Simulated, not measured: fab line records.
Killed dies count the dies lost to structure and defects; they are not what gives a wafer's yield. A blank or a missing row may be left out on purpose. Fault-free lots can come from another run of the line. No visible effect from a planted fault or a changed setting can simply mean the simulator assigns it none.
Matching of chambers || flow nand harc || NHARC_A_STAIRCASE_ETCHBACK_422 on rie diel-04: 4 sister chambers
The step etches the open film in CH3F/O2, target depth 40 nm, time 74.286 s. 22 wafers are shown with their chamber, then 11 later ones without.

EACH WAFER AND ITS CHAMBER
{"wafer": "L076.2", "chamber": 2, "drypump motor current A (A)": 6.2, "showerhead plenum p Torr (Torr)": 2.52, "rf vpp V (V)": 246.8}
{"wafer": "L076.3", "chamber": 0, "drypump motor current A (A)": 5.3, "showerhead plenum p Torr (Torr)": 2.36, "rf vpp V (V)": 242.8}
{"wafer": "L076.6", "chamber": 3, "drypump motor current A (A)": 6.0, "showerhead plenum p Torr (Torr)": 2.60, "rf vpp V (V)": 247.0}
{"wafer": "L077.2", "chamber": 0, "drypump motor current A (A)": 5.2, "showerhead plenum p Torr (Torr)": 2.36, "rf vpp V (V)": 241.8}
{"wafer": "L077.5", "chamber": 3, "drypump motor current A (A)": 6.0, "showerhead plenum p Torr (Torr)": 2.60, "rf vpp V (V)": 247.8}
{"wafer": "L077.6", "chamber": 2, "drypump motor current A (A)": 6.2, "showerhead plenum p Torr (Torr)": 2.52, "rf vpp V (V)": 243.8}
{"wafer": "L085.2", "chamber": 2, "drypump motor current A (A)": 6.2, "showerhead plenum p Torr (Torr)": 2.51, "rf vpp V (V)": 245.4}
{"wafer": "L085.3", "chamber": 3, "drypump motor current A (A)": 6.0, "showerhead plenum p Torr (Torr)": 2.59, "rf vpp V (V)": 246.7}
{"wafer": "L085.4", "chamber": 1, "drypump motor current A (A)": 6.6, "showerhead plenum p Torr (Torr)": 2.28, "rf vpp V (V)": 241.7}
{"wafer": "L086.2", "chamber": 3, "drypump motor current A (A)": 6.0, "showerhead plenum p Torr (Torr)": 2.59, "rf vpp V (V)": 246.8}
{"wafer": "L086.4", "chamber": 2, "drypump motor current A (A)": 6.2, "showerhead plenum p Torr (Torr)": 2.51, "rf vpp V (V)": 246.4}
{"wafer": "L086.5", "chamber": 1, "drypump motor current A (A)": 6.6, "showerhead plenum p Torr (Torr)": 2.27, "rf vpp V (V)": 242.2}
{"wafer": "L084.1", "chamber": 0, "drypump motor current A (A)": 5.3, "showerhead plenum p Torr (Torr)": 2.35, "rf vpp V (V)": 242.2}
{"wafer": "L084.2", "chamber": 1, "drypump motor current A (A)": 6.6, "showerhead plenum p Torr (Torr)": 2.28, "rf vpp V (V)": 240.5}
{"wafer": "L084.4", "chamber": 3, "drypump motor current A (A)": 6.0, "showerhead plenum p Torr (Torr)": 2.59, "rf vpp V (V)": 246.9}
{"wafer": "L090.2", "chamber": 3, "drypump motor current A (A)": 6.0, "showerhead plenum p Torr (Torr)": 2.58, "rf vpp V (V)": 243.9}
{"wafer": "L090.5", "chamber": 2, "drypump motor current A (A)": 6.2, "showerhead plenum p Torr (Torr)": 2.50, "rf vpp V (V)": 244.1}
{"wafer": "L090.6", "chamber": 1, "drypump motor current A (A)": 6.5, "showerhead plenum p Torr (Torr)": 2.66, "rf vpp V (V)": 246.8}
{"wafer": "L093.2", "chamber": 1, "drypump motor current A (A)": 6.6, "showerhead plenum p Torr (Torr)": 2.65, "rf vpp V (V)": 247.5}
{"wafer": "L093.3", "chamber": 0, "drypump motor current A (A)": 5.3, "showerhead plenum p Torr (Torr)": 2.34, "rf vpp V (V)": 242.8}
{"wafer": "L093.5", "chamber": 0, "drypump motor current A (A)": 5.3, "showerhead plenum p Torr (Torr)": 2.34, "rf vpp V (V)": 244.0}
{"wafer": "L091.1", "chamber": 1, "drypump motor current A (A)": 6.6, "showerhead plenum p Torr (Torr)": 2.65, "rf vpp V (V)": 246.9}

SIGNATURES (averages over the wafers above)
{"reading": "drypump motor current A", "chamber 0": 5.280, "chamber 1": 6.583, "chamber 2": 6.200, "chamber 3": 6.000, "scatter within a chamber": 0.0301}
{"reading": "showerhead plenum p Torr", "chamber 0": 2.3500, "chamber 1": 2.4650, "chamber 2": 2.5120, "chamber 3": 2.5917, "scatter within a chamber": 0.109}
{"reading": "rf vpp V", "chamber 0": 242.720, "chamber 1": 244.267, "chamber 2": 245.300, "chamber 3": 246.517, "scatter within a chamber": 1.94}
Rule: a wafer lies at a distance from a chamber equal to the root of the sum of squares, over the readings, of (its reading less the chamber's mean, divided by the reading's scatter). If the next closest chamber is less than 2 further off than the closest, the wafer can't be placed; otherwise it belongs to the closest. The scatter is the square root of a quotient: the sum, over the shown wafers, of each reading's squared deviation from its chamber's mean, divided by wafers minus chambers.

WAFERS WITHOUT THEIR CHAMBER
{"wafer": "L091.3", "drypump motor current A (A)": 6.2, "showerhead plenum p Torr (Torr)": 2.50, "rf vpp V (V)": 245.6}
{"wafer": "L091.5", "drypump motor current A (A)": 6.6, "showerhead plenum p Torr (Torr)": 2.65, "rf vpp V (V)": 249.8}
{"wafer": "L092.1", "drypump motor current A (A)": 6.2, "showerhead plenum p Torr (Torr)": 2.50, "rf vpp V (V)": 245.6}
{"wafer": "L092.4", "drypump motor current A (A)": 6.2, "showerhead plenum p Torr (Torr)": 2.50, "rf vpp V (V)": 244.5}
{"wafer": "L092.6", "drypump motor current A (A)": 6.0, "showerhead plenum p Torr (Torr)": 2.58, "rf vpp V (V)": 246.5}
{"wafer": "L095.1", "drypump motor current A (A)": 6.6, "showerhead plenum p Torr (Torr)": 2.65, "rf vpp V (V)": 247.8}
{"wafer": "L095.4", "drypump motor current A (A)": 6.0, "showerhead plenum p Torr (Torr)": 2.57, "rf vpp V (V)": 246.3}
{"wafer": "L095.5", "drypump motor current A (A)": 5.3, "showerhead plenum p Torr (Torr)": 2.34, "rf vpp V (V)": 240.6}
{"wafer": "L097.3", "drypump motor current A (A)": 6.0, "showerhead plenum p Torr (Torr)": 2.57, "rf vpp V (V)": 246.0}
{"wafer": "L097.4", "drypump motor current A (A)": 6.2, "showerhead plenum p Torr (Torr)": 2.49, "rf vpp V (V)": 243.8}
{"wafer": "L097.6", "drypump motor current A (A)": 6.0, "showerhead plenum p Torr (Torr)": 2.57, "rf vpp V (V)": 244.7}

CHAMBER TAKEN BY EACH
{"wafer": "L091.3", "from the rows above": 2, "in truth": 2}
{"wafer": "L091.5", "from the rows above": 1, "in truth": 1}
{"wafer": "L092.1", "from the rows above": 2, "in truth": 2}
{"wafer": "L092.4", "from the rows above": 2, "in truth": 2}
{"wafer": "L092.6", "from the rows above": 3, "in truth": 3}
{"wafer": "L095.1", "from the rows above": 1, "in truth": 1}
{"wafer": "L095.4", "from the rows above": 3, "in truth": 3}
{"wafer": "L095.5", "from the rows above": 0, "in truth": 0}
{"wafer": "L097.3", "from the rows above": 3, "in truth": 3}
{"wafer": "L097.4", "from the rows above": 2, "in truth": 2}
{"wafer": "L097.6", "from the rows above": 3, "in truth": 3}
Correct placement for 11 of the 11. Left unplaced by these rows: 0. Number placed wrongly: 0.
